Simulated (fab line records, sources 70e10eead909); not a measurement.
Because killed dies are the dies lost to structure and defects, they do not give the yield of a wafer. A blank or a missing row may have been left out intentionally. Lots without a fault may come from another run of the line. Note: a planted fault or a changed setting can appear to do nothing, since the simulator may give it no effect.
Which tool did it? | flow nandHarc | route of 1302 steps, sampled at 1 step: 6 lots, 18 wafers

WHAT EACH GAUGE READ, for each wafer
NHARC_A_M1_INSPECT_11.
lot  | measured     | on               | rawDefectCount
L503 | day 23 17:10 | defectInspect-02 | 61 73 62
L505 | day 25 13:10 | defectInspect-01 | 145 165 165
L507 | day 26 02:59 | defectInspect-02 | 35 22 34
L519 | day 31 00:09 | defectInspect-01 | 100 118 106
L522 | day 31 12:08 | defectInspect-02 | 113 110 113
L523 | day 32 07:08 | defectInspect-01 | 90 76 82

EACH LOT AND THE TOOL THAT RAN IT (in order: tool; ch and the chambers of the sampled wafers; start)
No process step before these readings appears in the record.

THE ANSWER, worked out from the rows above alone
Rule: the lots themselves supply what counts as usual. Put in order of their means at a reading, lots are off if they are a third of the lots or fewer, leave a main group of 4 or more, and stand apart from it by a gap of 3 or more times the standard deviation of the main group's means; of several such gaps the widest counts. A main group is skipped when, at the precision printed for the reading in the tables above, its means are all equal. Also off: a lot with no number at a reading for which 4 or more lots have one. All remaining lots with rows at the step are treated as sound.
None of the lots is off at any reading shown; this tells nothing.

WHAT THE SIMULATOR PUT IN
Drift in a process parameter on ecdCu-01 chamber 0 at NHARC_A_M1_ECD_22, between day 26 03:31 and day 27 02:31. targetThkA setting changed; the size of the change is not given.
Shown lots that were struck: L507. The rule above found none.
